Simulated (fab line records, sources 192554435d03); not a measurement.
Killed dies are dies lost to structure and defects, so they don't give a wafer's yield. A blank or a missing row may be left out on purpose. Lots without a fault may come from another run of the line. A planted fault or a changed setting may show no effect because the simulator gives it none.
Problem report in the 8D (eight disciplines) form, filled by code | flow n5_finfet | the parts of the form that need people (team, actions taken, sign-off) are left out

1. THE PROBLEM
cd_nm at N5_PASSIVATION_CD_MEAS_30 reads a mean of 3971.8 nm on 9 wafers of 3 lots; wafers without a fault read 4001.2 nm with a standard deviation of 2.4. That is -12 standard deviations from the usual mean.
The step: target cd 4000 nm.
First seen on wafer L858.1, day 13 21:12, on cd_sem-03. The record holds 21 wafers of 7 lots with a number at this step. Rule for "out", or "out of limits": more than 4 standard deviations from the usual mean. The other wafers with a number count as sound.

2. WHAT IT IS AND WHAT IT IS NOT
question                    | is                     | is not
which readings at this step | cd_nm                  | -
which lots                  | L858, L860, L861       | L852, L867, L868, L870
which wafers of those lots  | all that have a number | -
read on which gauges        | cd_sem-03              | cd_sem-02
when                        | from day 13 21:12      | up to then (3 sound wafers); but 9 sound wafers of L867, L868, L870 came after

3. SUSPECTS, AND WHAT RULES EACH OUT
Counting: a tool at a process step up to the reading stays a suspect if it ran every lot that is out and no sound lot after the first of them.
- the gauge at N5_PASSIVATION_CD_MEAS_30: ruled out. All the wafers that are out were read on cd_sem-03, but those of them that N5_PASSIVATION_EXPOSE_27 has rows for are out there too, on other tools.
- krf_scanner-01 at N5_PASSIVATION_EXPOSE_27 (exposes mask PAD, defocus 0 nm): kept. It ran every lot that is out, first L858 (day 13 21:02), and no sound lot after that; its last sound lot up to then is L852 (day 12 07:34). Its own readings are out on those wafers: exposure_dose_mJ_cm2.
Left after counting: krf_scanner-01 at N5_PASSIVATION_EXPOSE_27.

4. THE CAUSE (what the simulator had put in)
Process parameter drift: krf_scanner-01, from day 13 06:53 on, at N5_PASSIVATION_EXPOSE_27. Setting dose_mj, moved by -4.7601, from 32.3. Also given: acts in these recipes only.
Counting left only this tool.

5. THE CHAIN OF EFFECTS, in route order
Each row: a reading whose mean over the struck wafers that have a number lies more than 3 standard deviations from the usual. Only readings for which the record gives a usual standard deviation are gone through. hours: the time from each lot's start at the first step in this table that gives one to its start at this step, as a median over the lots. sigmas: the change in usual standard deviations.
hours | step                      | reading              | usual     | on struck wafers | change | sigmas
0     | N5_PASSIVATION_EXPOSE_27  | exposure_dose_mJ_cm2 | 32.296    | 27.534           | -4.762 | -99 or more
0     | N5_PASSIVATION_CD_MEAS_30 | cd_nm                | 4001.2 nm | 3971.8           | -29.4  | -12
The process steps in it:
- N5_PASSIVATION_EXPOSE_27: exposes mask PAD, defocus 0 nm.
Later measuring or inspecting steps at which every struck wafer that the step has a row for has a number for every such reading, and none has moved that far: N5_PASSIVATION_OVL_MEAS_63.

6. WHAT WOULD HAVE CAUGHT IT SOONER
In this record the first reading out of limits at a measuring or inspecting step was taken at day 13 21:12, 14 hours after the fault began at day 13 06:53.
The tool's own readings at N5_PASSIVATION_EXPOSE_27 were out on every struck wafer that the step has a row for (exposure_dose_mJ_cm2): an alarm limit on them would have fired on the first of those.
Of the lots that are out (3), L861, L860 began N5_PASSIVATION_EXPOSE_27 on krf_scanner-01 after day 13 21:12. A hold on the tool at that time would have spared those 2.
